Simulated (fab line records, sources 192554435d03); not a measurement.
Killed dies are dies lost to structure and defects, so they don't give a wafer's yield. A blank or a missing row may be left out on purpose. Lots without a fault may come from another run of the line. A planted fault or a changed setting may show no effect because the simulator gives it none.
Which tool did it? | flow n5_finfet | 12 lots, 34 wafers sampled, at 5 steps of a route of 1938

WHAT THE GAUGES READ, wafer by wafer
The record holds no reading of a measuring or inspecting step that can be judged against a usual standard deviation.

WHICH TOOL RAN EACH LOT (tool, then ch and the chambers of the sampled wafers, then the start)
lot  | N5_BEOL_M0_SAQP_DESCUM_19          | N5_BEOL_M0_SAQP_RECESS_114         | N5_BEOL_M0_SAQP_ETCH_101          | N5_BEOL_M0_SAQP_COAT_34           | N5_PASSIVATION_PROBE_49
L726 | rie_diel-01 ch 1,2, day 5 15:19    | vapor_etch-01 ch 0, day 5 16:04    | rie_diel-05 ch 2, day 5 17:14     | litho_track-03 ch 0, day 5 21:08  | prober-01, day 12 09:05
L727 | rie_diel-01 ch 0,1,2, day 6 01:48  | vapor_etch-01 ch 0,1, day 6 02:19  | rie_diel-01 ch 0,1,2, day 6 03:41 | litho_track-05 ch 0, day 6 05:26  | prober-02, day 12 11:44
L728 | rie_diel-05 ch 1,2,3, day 6 07:40  | vapor_etch-01 ch 0,1, day 6 08:13  | rie_diel-02 ch 1,2,3, day 6 09:19 | litho_track-02 ch 0, day 6 11:33  | prober-01, day 13 05:29
L730 | rie_diel-05 ch 1,2, day 7 07:37    | vapor_etch-01 ch 0, day 7 08:09    | rie_diel-02 ch 2,3, day 7 09:15   | litho_track-03 ch 0, day 7 11:13  | prober-02, day 13 22:27
L732 | rie_diel-02 ch 0,1,3, day 7 10:43  | vapor_etch-01 ch 0,1, day 7 11:16  | rie_diel-05 ch 0,2,3, day 7 12:21 | litho_track-05 ch 0, day 7 14:29  | prober-01, day 13 21:17
L735 | rie_diel-01 ch 0,1, day 8 01:49    | vapor_etch-02 ch 1, day 8 02:34    | rie_diel-01 ch 0,2, day 8 04:16   | litho_track-02 ch 0, day 8 06:29  | prober-01, day 15 10:22
L736 | rie_diel-05 ch 0,2,3, day 8 04:47  | vapor_etch-01 ch 0,1, day 8 05:38  | rie_diel-05 ch 1,2, day 8 07:02   | litho_track-03 ch 0, day 8 09:17  | prober-01, day 15 18:41
L737 | rie_diel-02 ch 0,2,3, day 8 14:16  | vapor_etch-01 ch 1, day 8 14:46    | rie_diel-01 ch 1,2, day 8 16:13   | litho_track-05 ch 0, day 8 19:25  | prober-02, day 15 11:20
L740 | rie_diel-02 ch 0,1, day 9 07:50    | vapor_etch-01 ch 1, day 9 08:28    | rie_diel-05 ch 1,2,3, day 9 09:54 | litho_track-02 ch 0, day 9 12:43  | prober-02, day 17 01:47
L744 | rie_diel-02 ch 2,3, day 10 18:08   | vapor_etch-02 ch 0, day 10 18:38   | rie_diel-02 ch 0,1, day 10 19:45  | litho_track-02 ch 0, day 10 21:35 | -
L746 | rie_diel-02 ch 0,2, day 10 20:27   | vapor_etch-02 ch 0,1, day 10 20:58 | rie_diel-05 ch 0,2, day 10 22:34  | litho_track-05 ch 0, day 11 00:21 | prober-01, day 17 19:23
L748 | rie_diel-02 ch 0,1,2, day 11 08:22 | vapor_etch-02 ch 1, day 11 08:52   | rie_diel-01 ch 0,3, day 11 09:58  | litho_track-05 ch 0, day 11 11:53 | prober-01, day 18 02:03
- N5_BEOL_M0_SAQP_DESCUM_19: chemistry O2, time 7.9 s.
- N5_BEOL_M0_SAQP_RECESS_114: chemistry HF/NH3, target SiO2, target depth 14.4 nm, afs cycles 3, sublimation time 60 s.
- N5_BEOL_M0_SAQP_ETCH_101: etches SiNx in CH3F/O2, target depth 29.9 nm, time 42.7 s.
- N5_BEOL_M0_SAQP_COAT_34: resist thk 30 nm.
- N5_PASSIVATION_PROBE_49

WHAT THE TOOLS THEMSELVES READ (means of the sampled wafers that have a number; where no wafer has one, the mark that the record gives instead)
N5_BEOL_M0_SAQP_DESCUM_19. Usual: drypump_motor_current_A 5.8 A, standard deviation 0.46; oes_product_au 0.75 a.u., standard deviation 0.067; rf_vpp_V 243.1 V, standard deviation 1.5; showerhead_plenum_p_Torr 2.09 Torr, standard deviation 0.066; throttle_valve_pct 20.45 %, standard deviation 0.18.
lot  | tool        | drypump_motor_current_A (A) | oes_product_au (a.u.) | rf_vpp_V (V) | showerhead_plenum_p_Torr (Torr) | throttle_valve_pct (%) | flag
L726 | rie_diel-01 | 6.2                         | 0.84                  | 244.5        | 2.15                            | 20.32                  |
L727 | rie_diel-01 | 6.2                         | 0.82                  | 243.7        | 2.11                            | 20.47                  |
L728 | rie_diel-05 | 5.6                         | 0.73                  | 243.1        | 2.11                            | 20.58                  |
L730 | rie_diel-05 | 5.7                         | 0.73                  | 241.8        | 2.06                            | 20.69                  |
L732 | rie_diel-02 | 5.9                         | 0.72                  | 243.3        | 2.09                            | 20.42                  |
L735 | rie_diel-01 | 6.2                         | 0.83                  | 242.4        | 2.08                            | 20.51                  |
L736 | rie_diel-05 | 5.7                         | 0.76                  | 244.1        | 2.17                            | 20.43                  |
L737 | rie_diel-02 | 5.5                         | 0.72                  | 242.4        | 2.05                            | 20.36                  |
L740 | rie_diel-02 | 6.0                         | 0.72                  | 243.8        | 2.14                            | 20.42                  |
L744 | rie_diel-02 | 5.6                         | 0.70                  | 241.7        | 2.01                            | 20.44                  |
L746 | rie_diel-02 | 5.2                         | 0.72                  | 242.5        | 2.07                            | 20.27                  |
L748 | rie_diel-02 | 5.7                         | 0.71                  | 244.4        | 2.10                            | 20.37                  |

N5_BEOL_M0_SAQP_RECESS_114. Usual: drypump_motor_current_A 5.45 A, standard deviation 0.2; sublimation_temp_c 179.96 C, standard deviation 0.17.
lot  | tool          | drypump_motor_current_A (A) | sublimation_temp_c (C) | flag
L726 | vapor_etch-01 | 5.25                        | 180.13                 |
L727 | vapor_etch-01 | 5.33                        | 179.96                 |
L728 | vapor_etch-01 | 5.40                        | 179.87                 |
L730 | vapor_etch-01 | 5.24                        | 180.15                 |
L732 | vapor_etch-01 | 5.32                        | 179.88                 |
L735 | vapor_etch-02 | 5.38                        | 180.29                 |
L736 | vapor_etch-01 | 5.42                        | 179.91                 |
L737 | vapor_etch-01 | 5.49                        | 180.02                 |
L740 | vapor_etch-01 | 5.47                        | 180.05                 |
L744 | vapor_etch-02 | 6.02                        | 180.07                 |
L746 | vapor_etch-02 | 5.82                        | 180.07                 |
L748 | vapor_etch-02 | 5.38                        | 180.03                 |

N5_BEOL_M0_SAQP_ETCH_101. Usual: drypump_motor_current_A 5.7 A, standard deviation 0.43; mfc_ar_sccm 150.0 sccm, standard deviation 0.41; oes_product_au 0.74 a.u., standard deviation 0.056; rf_vpp_V 299 V, standard deviation 5.9; showerhead_plenum_p_Torr 2.00 Torr, standard deviation 0.073; throttle_valve_pct 16.44 %, standard deviation 0.17.
lot  | tool        | drypump_motor_current_A (A) | mfc_ar_sccm (sccm) | oes_product_au (a.u.) | rf_vpp_V (V) | showerhead_plenum_p_Torr (Torr) | throttle_valve_pct (%) | flag
L726 | rie_diel-05 | 5.6                         | 149.9              | 0.72                  | 288          | 2.08                            | 16.44                  |
L727 | rie_diel-01 | 6.2                         | 150.0              | 0.82                  | 300          | 2.01                            | 16.38                  |
L728 | rie_diel-02 | 5.7                         | 149.6              | 0.73                  | 298          | 1.99                            | 16.35                  |
L730 | rie_diel-02 | 5.6                         | 149.8              | 0.71                  | 297          | 1.93                            | 16.36                  |
L732 | rie_diel-05 | 5.7                         | 150.4              | 0.77                  | 300          | 2.09                            | 16.43                  |
L735 | rie_diel-01 | 6.0                         | 150.1              | 0.76                  | 302          | 2.00                            | 16.56                  |
L736 | rie_diel-05 | 5.7                         | 149.8              | 0.72                  | 297          | 1.97                            | 16.70                  |
L737 | rie_diel-01 | 6.3                         | 150.2              | 0.82                  | 301          | 2.04                            | 16.29                  |
L740 | rie_diel-05 | 5.6                         | 150.2              | 0.71                  | 297          | 2.02                            | 16.59                  |
L744 | rie_diel-02 | 6.0                         | 150.4              | 0.71                  | 297          | 2.04                            | 16.41                  |
L746 | rie_diel-05 | 5.7                         | 150.0              | 0.74                  | 294          | 2.08                            | 16.48                  |
L748 | rie_diel-01 | 5.7                         | 150.0              | 0.74                  | 297          | 1.91                            | 16.53                  |

N5_BEOL_M0_SAQP_COAT_34. Usual: spin_speed_rpm 1499.9 rpm, standard deviation 1.
lot  | tool           | spin_speed_rpm (rpm) | flag
L726 | litho_track-03 | 1501.4               |
L727 | litho_track-05 | 1499.5               |
L728 | litho_track-02 | 1500.9               |
L730 | litho_track-03 | 1499.3               |
L732 | litho_track-05 | 1498.7               |
L735 | litho_track-02 | 1501.6               |
L736 | litho_track-03 | 1499.5               |
L737 | litho_track-05 | 1499.1               |
L740 | litho_track-02 | 1669.7               | OFF
L744 | litho_track-02 | 1670.6               | OFF
L746 | litho_track-05 | 1499.4               |
L748 | litho_track-05 | 1500.5               |

N5_PASSIVATION_PROBE_49. Usual: defect_limited_yield 91.0 %, standard deviation 1.3; killed_at_M0_to_M3 36, standard deviation 9.5; killed_at_M4_up 14, standard deviation 5.6; killed_at_contacts 12, standard deviation 6.4; killed_at_front_end 40, standard deviation 10; killed_at_other 3.2, standard deviation 3; killed_dies 107, standard deviation 15; killed_on_rim 15, standard deviation 4.5; killed_open 69, standard deviation 12; killed_short 35, standard deviation 7.7; sort_bin_5_function 5.3 %, standard deviation 0.91; sort_bin_6_memory 3.3 %, standard deviation 0.65; sort_bin_8_speed 0.00 %, standard deviation 0.012; sort_n_pass 1073, standard deviation 15; sort_yield_pct 91.0 %, standard deviation 1.3.
lot  | tool      | defect_limited_yield (%) | killed_at_M0_to_M3 | killed_at_M4_up | killed_at_contacts | killed_at_front_end | killed_at_other | killed_dies | killed_on_rim | killed_open | killed_short | sort_bin_5_function (%) | sort_bin_6_memory (%) | sort_bin_8_speed (%) | sort_n_pass | sort_yield_pct (%) | flag
L726 | prober-01 | 91.4                     | 44                 | 12              | 10                 | 34                  | 1.5             | 102         | 20            | 68          | 30           | 5.4                     | 2.8                   | 0.00                 | 1078        | 91.4               |
L727 | prober-02 | 90.9                     | 41                 | 12              | 16                 | 36                  | 2.0             | 108         | 13            | 69          | 35           | 5.5                     | 3.3                   | 0.00                 | 1072        | 90.9               |
L728 | prober-01 | 90.7                     | 47                 | 9               | 15                 | 37                  | 2.3             | 110         | 14            | 67          | 42           | 5.5                     | 3.6                   | 0.00                 | 1070        | 90.7               |
L730 | prober-02 | 90.1                     | 46                 | 11              | 6                  | 52                  | 2.0             | 117         | 14            | 69          | 44           | 5.7                     | 3.6                   | 0.00                 | 1063        | 90.1               |
L732 | prober-01 | 92.3                     | 29                 | 12              | 9                  | 38                  | 3.3             | 91          | 11            | 62          | 27           | 4.3                     | 3.0                   | 0.00                 | 1089        | 92.3               |
L735 | prober-01 | 91.6                     | 24                 | 16              | 12                 | 42                  | 5.5             | 99          | 18            | 64          | 31           | 4.8                     | 3.1                   | 0.00                 | 1081        | 91.6               |
L736 | prober-01 | 91.5                     | 31                 | 9               | 11                 | 46                  | 3.7             | 100         | 13            | 58          | 40           | 4.8                     | 3.3                   | 0.00                 | 1080        | 91.5               |
L737 | prober-02 | 93.0                     | 25                 | 10              | 8                  | 35                  | 4.7             | 83          | 10            | 46          | 34           | 3.7                     | 2.8                   | 0.00                 | 1097        | 93.0               |
L740 | prober-02 | 90.7                     | 39                 | 20              | 8                  | 34                  | 9.0             | 110         | 15            | 68          | 41           | 5.3                     | 3.6                   | 0.03                 | 1070        | 90.7               |
L746 | prober-01 | 91.3                     | 36                 | 16              | 15                 | 31                  | 4.3             | 102         | 14            | 73          | 27           | 5.0                     | 3.4                   | 0.00                 | 1078        | 91.3               |
L748 | prober-01 | 91.2                     | 30                 | 23              | 20                 | 29                  | 1.3             | 103         | 13            | 77          | 26           | 5.7                     | 2.9                   | 0.00                 | 1077        | 91.2               |

THE ANSWER, worked out from the rows above alone
Rule: a lot is off if the mean of its wafers that have a number lies more than 3 standard deviations from the usual mean. A lot without any number at a reading at which 4 lots or more have one is off too. The other lots that the step has rows for count as sound. The gauges are gone through in route order, then the tools' own readings, and for those a lot's mean is taken as printed above. The first step at which some lot is off is used, and at that step the reading that is off furthest; a lot without a number counts as furthest.
Off: L740, L744, at N5_BEOL_M0_SAQP_COAT_34 (spin_speed_rpm).
A tool fits if, at that step or a process step before it, it ran every lot that is off, and no sound lot after the first of them. One fits: litho_track-02 at N5_BEOL_M0_SAQP_COAT_34. Its last sound lot is L735 (day 8 06:29), its first lot that is off L740 (day 9 12:43): a fault that began between those two fits.
The tool's own readings at N5_BEOL_M0_SAQP_COAT_34 bear it out: on the lots that are off they differ by more than 5 times the standard deviation of the sound lots' means. spin_speed_rpm reads 1670.2 rpm there against 1500.0 rpm on the sound lots.

WHAT THE SIMULATOR HAD PUT IN
Process parameter drift: litho_track-02, from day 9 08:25 on, at N5_BEOL_M0_SAQP_COAT_34. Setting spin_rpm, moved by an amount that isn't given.
Lots struck among those shown: L740, L744. The rule above found the same.
